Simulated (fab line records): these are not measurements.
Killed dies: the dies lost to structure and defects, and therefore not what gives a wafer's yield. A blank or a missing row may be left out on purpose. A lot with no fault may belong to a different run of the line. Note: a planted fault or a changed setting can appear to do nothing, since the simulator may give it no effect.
Matching of chambers / flow nand harc / NHARC_A_STAIRCASE_TRIM_229 on rie diel-09 has 4 sister chambers
The step chemistry O2, time 211.2 s. 8 wafers are shown with their chamber, then 7 later ones without.

## WAFERS WITH THEIR CHAMBER
wafer=L554.2; chamber=3; showerhead plenum p Torr (Torr)=3.55; drypump motor current A (A)=5.2
wafer=L554.3; chamber=0; showerhead plenum p Torr (Torr)=3.35; drypump motor current A (A)=4.9
wafer=L554.4; chamber=0; showerhead plenum p Torr (Torr)=3.35; drypump motor current A (A)=4.8
wafer=L556.3; chamber=1; showerhead plenum p Torr (Torr)=3.80; drypump motor current A (A)=5.4
wafer=L556.5; chamber=1; showerhead plenum p Torr (Torr)=3.80; drypump motor current A (A)=5.4
wafer=L559.2; chamber=3; showerhead plenum p Torr (Torr)=3.54; drypump motor current A (A)=5.2
wafer=L559.4; chamber=2; showerhead plenum p Torr (Torr)=3.55; drypump motor current A (A)=5.3
wafer=L559.6; chamber=2; showerhead plenum p Torr (Torr)=3.55; drypump motor current A (A)=5.3

## WAFERS WHOSE CHAMBER IS MISSING
wafer=L558.4; showerhead plenum p Torr (Torr)=3.80; drypump motor current A (A)=5.4
wafer=L558.5; showerhead plenum p Torr (Torr)=3.35; drypump motor current A (A)=4.8
wafer=L558.6; showerhead plenum p Torr (Torr)=3.54; drypump motor current A (A)=5.2
wafer=L562.3; showerhead plenum p Torr (Torr)=3.80; drypump motor current A (A)=5.4
wafer=L562.6; showerhead plenum p Torr (Torr)=3.55; drypump motor current A (A)=5.3
wafer=L566.2; showerhead plenum p Torr (Torr)=3.53; drypump motor current A (A)=5.2
wafer=L566.5; showerhead plenum p Torr (Torr)=3.79; drypump motor current A (A)=5.4

## EACH ONE'S CHAMBER
wafer=L558.4; from the rows above=1; in truth=1
wafer=L558.5; from the rows above=0; in truth=0
wafer=L558.6; from the rows above=3; in truth=3
wafer=L562.3; from the rows above=1; in truth=1
wafer=L562.6; from the rows above=2; in truth=2
wafer=L566.2; from the rows above=3; in truth=3
wafer=L566.5; from the rows above=1; in truth=1
Placed correctly: 7 of 7. From these rows, 0 cannot be placed. Placed wrongly: 0.
How it was worked out, from the rows above alone: a wafer's distance from a chamber is the root of the sum, over the readings, of the square of ((its reading less the chamber's mean) divided by the reading's scatter). If the next closest chamber is less than 2 further off than the closest, the wafer can't be placed; otherwise it belongs to the closest. For every chamber, the mean is computed from those of its wafers that are shown. The scatter: take each reading less its chamber's mean, square it, sum over the shown wafers, divide by the number of wafers less the number of chambers, and take the root.
